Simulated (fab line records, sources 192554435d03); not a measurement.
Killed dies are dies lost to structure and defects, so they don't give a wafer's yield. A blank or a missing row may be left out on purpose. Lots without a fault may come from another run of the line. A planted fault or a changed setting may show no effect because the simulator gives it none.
Which tool did it? | flow n5_finfet | 23 lots, 69 wafers sampled, at 5 steps of a route of 1938

WHAT THE GAUGES READ, wafer by wafer
N5_BEOL_M0_SAQP_CD_MEAS_14: target cd 42.5 nm.
lot  | measured     | on        | cd_nm (nm)
L075 | day 5 22:04  | cd_sem-01 | 42.0 42.5 41.9
L074 | day 6 02:14  | cd_sem-03 | 42.1 42.2 41.9
L076 | day 6 06:29  | cd_sem-03 | 42.4 42.6 42.9
L077 | day 6 11:19  | cd_sem-01 | 42.5 41.9 42.1
L079 | day 6 22:11  | cd_sem-03 | 42.7 42.2 41.9
L080 | day 7 00:47  | cd_sem-03 | 42.3 42.4 42.6
L081 | day 7 09:56  | cd_sem-02 | 43.3 42.9 43.9
L082 | day 7 14:29  | cd_sem-03 | 42.4 43.4 42.6
L083 | day 8 00:19  | cd_sem-02 | 42.2 41.8 41.5
L084 | day 8 07:59  | cd_sem-01 | 42.3 43.0 43.1
L087 | day 9 00:59  | cd_sem-02 | 42.1 42.0 43.2
L085 | day 9 04:43  | cd_sem-02 | 42.7 42.9 42.5
L086 | day 9 06:31  | cd_sem-02 | 42.8 42.4 42.5
L088 | day 9 20:09  | cd_sem-03 | 42.3 42.7 42.5
L089 | day 10 00:13 | cd_sem-03 | 42.8 43.4 42.4
L091 | day 10 01:18 | cd_sem-02 | 42.0 42.8 43.3
L090 | day 10 04:17 | cd_sem-02 | 41.9 42.9 42.1
L092 | day 10 08:40 | cd_sem-01 | 42.6 42.6 42.6
L093 | day 10 10:36 | cd_sem-03 | 42.8 42.2 42.0
L094 | day 10 14:05 | cd_sem-01 | 43.0 42.3 43.5
L095 | day 10 16:19 | cd_sem-03 | 42.5 42.9 42.4
L096 | day 10 23:57 | cd_sem-02 | 42.5 42.6 41.8
L097 | day 11 08:13 | cd_sem-03 | 42.4 42.3 42.6

N5_BEOL_M0_SAQP_OVL_MEAS_15.
lot  | measured     | on         | M0_CORE_OVL (nm)
L075 | day 5 22:06  | overlay-01 | -1.7 -1.8 -1.4
L074 | day 6 02:16  | overlay-01 | -1.3 -1.8 -1.5
L076 | day 6 06:31  | overlay-01 | -1.5 -0.6 -0.5
L077 | day 6 11:21  | overlay-02 | -0.8 -0.9 -1.1
L079 | day 6 22:13  | overlay-02 | 0.1 0.8 -0.5
L080 | day 7 00:49  | overlay-01 | -1.6 0.1 -1.1
L081 | day 7 09:58  | overlay-01 | -1.5 -1.4 -1.6
L082 | day 7 14:31  | overlay-01 | -0.3 -1.1 -0.8
L083 | day 8 00:20  | overlay-02 | -1.7 0.4 -0.7
L084 | day 8 08:01  | overlay-02 | -0.5 -1.2 -1.8
L087 | day 9 01:01  | overlay-02 | -1.4 -0.5 -0.6
L085 | day 9 04:44  | overlay-02 | -0.8 -1.8 -2.5
L086 | day 9 06:33  | overlay-02 | 1.1 1.0 0.3
L088 | day 9 20:11  | overlay-02 | -0.4 0.9 -0.4
L089 | day 10 00:14 | overlay-01 | 0.2 -0.2 2.1
L091 | day 10 01:20 | overlay-01 | -1.2 -1.8 -1.3
L090 | day 10 04:18 | overlay-01 | 0.0 0.2 -0.6
L092 | day 10 08:42 | overlay-02 | 0.7 0.1 0.3
L093 | day 10 10:38 | overlay-02 | 0.5 -0.2 -0.7
L094 | day 10 14:07 | overlay-01 | -0.8 0.2 -0.6
L095 | day 10 16:20 | overlay-02 | -0.5 -1.3 -0.7
L096 | day 10 23:59 | overlay-02 | -0.9 -1.6 -0.8
L097 | day 11 08:14 | overlay-01 | -3.0 -3.1 -2.6

N5_BEOL_M0_SAQP_INSPECT_16: inspects for defects (brightfield).
lot  | measured     | on                | raw_defect_count
L075 | day 5 22:07  | defect_inspect-01 | 556 760 493
L074 | day 6 02:17  | defect_inspect-01 | 749 636 658
L076 | day 6 06:33  | defect_inspect-01 | 555 463 403
L077 | day 6 11:22  | defect_inspect-02 | 643 712 442
L079 | day 6 22:14  | defect_inspect-02 | 355 439 478
L080 | day 7 00:50  | defect_inspect-01 | 652 471 442
L081 | day 7 09:59  | defect_inspect-01 | 677 706 745
L082 | day 7 14:32  | defect_inspect-02 | 684 750 560
L083 | day 8 00:22  | defect_inspect-02 | 557 606 701
L084 | day 8 08:02  | defect_inspect-01 | 568 470 431
L087 | day 9 01:02  | defect_inspect-01 | 362 371 266
L085 | day 9 04:46  | defect_inspect-02 | 345 260 307
L086 | day 9 06:35  | defect_inspect-02 | 1633 793 568
L088 | day 9 20:13  | defect_inspect-02 | 600 714 539
L089 | day 10 00:16 | defect_inspect-01 | 679 396 644
L091 | day 10 01:21 | defect_inspect-02 | 879 829 551
L090 | day 10 04:20 | defect_inspect-01 | 424 442 552
L092 | day 10 08:43 | defect_inspect-01 | 384 361 351
L093 | day 10 10:39 | defect_inspect-01 | 558 520 543
L094 | day 10 14:08 | defect_inspect-01 | 702 607 634
L095 | day 10 16:22 | defect_inspect-01 | 722 768 361
L096 | day 11 00:00 | defect_inspect-01 | 887 451 606
L097 | day 11 08:16 | defect_inspect-01 | 501 549 500

WHICH TOOL RAN EACH LOT (tool, then ch and the chambers of the sampled wafers, then the start)
lot  | N5_MOL_CONTACT_COAG_ETCH_66        | N5_MOL_CONTACT_COAG_STRIP_72
L075 | rie_diel-03 ch 0,1, day 5 15:17    | rie_diel-03 ch 0,2, day 5 16:48
L074 | rie_diel-05 ch 2,3, day 5 19:56    | rie_diel-03 ch 0,1, day 5 20:32
L076 | rie_diel-05 ch 0,3, day 5 22:52    | rie_diel-03 ch 1,2, day 5 23:27
L077 | rie_diel-05 ch 0,2,3, day 6 05:14  | rie_diel-05 ch 0,2,3, day 6 05:47
L079 | rie_diel-05 ch 0,1,3, day 6 15:03  | rie_diel-04 ch 1,2, day 6 15:36
L080 | rie_diel-03 ch 0,2,3, day 6 16:37  | rie_diel-05 ch 0,1,2, day 6 17:09
L081 | rie_diel-05 ch 0,2,3, day 7 03:22  | rie_diel-04 ch 0,3, day 7 04:41
L082 | rie_diel-05 ch 1,2,3, day 7 07:16  | rie_diel-05 ch 0,1,2, day 7 07:49
L083 | rie_diel-05 ch 1,2,3, day 7 17:40  | rie_diel-05 ch 0,1,3, day 7 18:34
L084 | rie_diel-05 ch 0,1,2, day 8 00:59  | rie_diel-05 ch 1,3, day 8 01:52
L087 | rie_diel-03 ch 1,2, day 8 16:49    | rie_diel-03 ch 1,2, day 8 17:29
L085 | rie_diel-05 ch 0,1,2, day 8 21:14  | rie_diel-03 ch 1,3, day 8 21:53
L086 | rie_diel-05 ch 2,3, day 8 21:48    | rie_diel-03 ch 1,2,3, day 8 22:34
L088 | rie_diel-03 ch 1,3, day 9 13:02    | rie_diel-04 ch 0,1,3, day 9 13:56
L089 | rie_diel-04 ch 1,3, day 9 14:20    | rie_diel-04 ch 0,1, day 9 15:20
L091 | rie_diel-04 ch 0,1,3, day 9 18:29  | rie_diel-04 ch 1,3, day 9 19:03
L090 | rie_diel-03 ch 1,2,3, day 9 19:07  | rie_diel-03 ch 0,2,3, day 9 19:40
L092 | rie_diel-03 ch 0,1,2, day 10 00:25 | rie_diel-04 ch 0,1, day 10 00:57
L093 | rie_diel-05 ch 0,1,2, day 10 02:29 | rie_diel-04 ch 0,2,3, day 10 03:04
L094 | rie_diel-04 ch 1,2, day 10 07:35   | rie_diel-03 ch 0,1, day 10 08:07
L095 | rie_diel-05 ch 0,1,2, day 10 07:52 | rie_diel-04 ch 1,2,3, day 10 08:25
L096 | rie_diel-05 ch 2,3, day 10 17:11   | rie_diel-03 ch 0,1,3, day 10 17:45
L097 | rie_diel-05 ch 0,2, day 11 01:23   | rie_diel-04 ch 0,2, day 11 02:14
- N5_MOL_CONTACT_COAG_ETCH_66: etches SiARC in CF4, target depth 13 nm, time 21.7 s.
- N5_MOL_CONTACT_COAG_STRIP_72: strips in N2/H2.

WHAT THE TOOLS THEMSELVES READ (means of the sampled wafers that have a number; where no wafer has one, the mark that the record gives instead)
N5_MOL_CONTACT_COAG_ETCH_66.
lot  | tool        | drypump_motor_current_A (A) | etch_rf_on_time_s (s) | oes_product_au (a.u.) | rf_fwd_power_W (W) | rf_vpp_V (V) | showerhead_plenum_p_Torr (Torr) | throttle_valve_pct (%)
L075 | rie_diel-03 | 6.0                         | 22.8                  | 0.62                  | 531.4              | 183.7        | 2.15                            | 15.75
L074 | rie_diel-05 | 5.6                         | 22.3                  | 0.63                  | 535.4              | 183.4        | 2.15                            | 15.79
L076 | rie_diel-05 | 5.9                         | 22.1                  | 0.62                  | 532.2              | 183.4        | 2.12                            | 15.86
L077 | rie_diel-05 | 5.7                         | 22.3                  | 0.62                  | 534.9              | 184.2        | 2.11                            | 15.69
L079 | rie_diel-05 | 5.7                         | 22.0                  | 0.69                  | 533.2              | 183.6        | 2.13                            | 15.74
L080 | rie_diel-03 | 5.5                         | 21.8                  | 0.66                  | 532.0              | 183.9        | 2.17                            | 15.76
L081 | rie_diel-05 | 5.7                         | 22.4                  | 0.62                  | 533.7              | 184.7        | 2.11                            | 15.71
L082 | rie_diel-05 | 5.5                         | 21.9                  | 0.69                  | 530.8              | 183.8        | 2.16                            | 15.67
L083 | rie_diel-05 | 5.5                         | 22.0                  | 0.69                  | 531.5              | 185.0        | 2.16                            | 15.69
L084 | rie_diel-05 | 5.5                         | 21.9                  | 0.68                  | 530.8              | 184.2        | 2.12                            | 15.58
L087 | rie_diel-03 | 5.7                         | 22.0                  | 0.62                  | 531.2              | 184.5        | 2.18                            | 15.81
L085 | rie_diel-05 | 5.5                         | 22.0                  | 0.67                  | 531.9              | 184.9        | 2.12                            | 15.60
L086 | rie_diel-05 | 5.5                         | 22.9                  | 0.62                  | 531.6              | 183.9        | 2.14                            | 15.66
L088 | rie_diel-03 | 5.7                         | 21.3                  | 0.74                  | 531.7              | 184.3        | 2.17                            | 15.53
L089 | rie_diel-04 | 6.0                         | 21.6                  | 0.64                  | 531.0              | 184.2        | 2.15                            | 15.69
L091 | rie_diel-04 | 5.5                         | 21.5                  | 0.67                  | 531.4              | 185.0        | 2.14                            | 15.64
L090 | rie_diel-03 | 5.7                         | 21.7                  | 0.68                  | 531.3              | 185.5        | 2.17                            | 15.68
L092 | rie_diel-03 | 5.8                         | 22.1                  | 0.70                  | 532.0              | 184.2        | 2.16                            | 15.66
L093 | rie_diel-05 | 5.5                         | 21.9                  | 0.67                  | 532.1              | 183.7        | 2.12                            | 15.61
L094 | rie_diel-04 | 5.4                         | 21.5                  | 0.73                  | 530.9              | 183.3        | 2.08                            | 15.68
L095 | rie_diel-05 | 5.5                         | 22.0                  | 0.66                  | 531.6              | 184.1        | 2.12                            | 15.62
L096 | rie_diel-05 | 5.5                         | 22.6                  | 0.61                  | 532.8              | 184.4        | 2.13                            | 15.70
L097 | rie_diel-05 | 5.8                         | 22.7                  | 0.60                  | 532.5              | 182.2        | 2.06                            | 15.68

N5_MOL_CONTACT_COAG_STRIP_72.
lot  | tool        | bias_power_w (W) | drypump_motor_current_A (A) | h2_flow_sccm (sccm) | oes_product_au (a.u.) | rf_vpp_V (V) | showerhead_plenum_p_Torr (Torr) | throttle_valve_pct (%)
L075 | rie_diel-03 | 6.981            | 5.7                         | 199.5               | 0.69                  | 57.5         | 2.54                            | 23.6
L074 | rie_diel-03 | 6.998            | 6.0                         | 199.7               | 0.73                  | 59.3         | 2.53                            | 23.6
L076 | rie_diel-03 | 6.986            | 5.7                         | 200.0               | 0.76                  | 60.1         | 2.60                            | 23.7
L077 | rie_diel-05 | 7.003            | 5.7                         | 200.3               | 0.75                  | 59.5         | 2.51                            | 23.8
L079 | rie_diel-04 | 6.985            | 5.4                         | 199.7               | 0.90                  | 59.2         | 2.51                            | 24.1
L080 | rie_diel-05 | 7.018            | 5.5                         | 200.1               | 0.82                  | 59.2         | 2.55                            | 24.0
L081 | rie_diel-04 | 7.009            | 5.3                         | 200.6               | 0.80                  | 59.6         | 2.57                            | 23.4
L082 | rie_diel-05 | 7.000            | 5.5                         | 200.3               | 0.82                  | 58.8         | 2.55                            | 24.0
L083 | rie_diel-05 | 7.001            | 5.7                         | 200.0               | 0.80                  | 60.2         | 2.52                            | 23.9
L084 | rie_diel-05 | 7.005            | 5.6                         | 200.5               | 0.80                  | 59.2         | 2.55                            | 23.9
L087 | rie_diel-03 | 6.995            | 5.7                         | 200.1               | 0.72                  | 60.5         | 2.59                            | 23.7
L085 | rie_diel-03 | 6.991            | 6.0                         | 199.9               | 0.85                  | 59.9         | 2.58                            | 23.8
L086 | rie_diel-03 | 7.008            | 5.7                         | 200.6               | 0.80                  | 59.8         | 2.59                            | 23.8
L088 | rie_diel-04 | 6.989            | 5.5                         | 200.0               | 0.80                  | 58.4         | 2.55                            | 23.8
L089 | rie_diel-04 | 7.017            | 5.1                         | 199.7               | 0.84                  | 57.7         | 2.51                            | 23.8
L091 | rie_diel-04 | 7.008            | 6.0                         | 200.4               | 0.74                  | 59.2         | 2.58                            | 24.1
L090 | rie_diel-03 | 6.998            | 5.5                         | 199.7               | 0.85                  | 58.0         | 2.57                            | 23.7
L092 | rie_diel-04 | 7.005            | 5.1                         | 199.8               | 0.83                  | 58.7         | 2.51                            | 23.8
L093 | rie_diel-04 | 7.007            | 5.5                         | 200.3               | 0.79                  | 59.7         | 2.54                            | 23.7
L094 | rie_diel-03 | 6.984            | 6.2                         | 199.7               | 0.85                  | 56.9         | 2.54                            | 23.6
L095 | rie_diel-04 | 7.000            | 5.7                         | 200.8               | 0.80                  | 60.1         | 2.53                            | 24.1
L096 | rie_diel-03 | 6.985            | 5.9                         | 200.6               | 0.88                  | 59.6         | 2.55                            | 23.7
L097 | rie_diel-04 | 7.004            | 5.3                         | 200.1               | 0.85                  | 56.2         | 2.50                            | 23.7

THE ANSWER, worked out from the rows above alone
Rule: what is usual is taken from the lots themselves. Put in order of their means at a reading, lots are off if they are a third of the lots or fewer, leave a main group of 4 or more, and stand apart from it by a gap of 3 or more times the standard deviation of the main group's means; of several such gaps the widest counts. A main group whose means are all the same, to the digits that the tables above print for the reading, isn't used. A lot without any number at a reading at which 4 lots or more have one is off too. The other lots that the step has rows for count as sound. The gauges are gone through in route order, then the tools' own readings, and for those a lot's mean is taken as printed above. The first step at which some lot is off is used, and at that step the reading that is off furthest; a lot without a number counts as furthest.
No lot is off at any reading shown: from this, nothing can be told.

WHAT THE SIMULATOR HAD PUT IN
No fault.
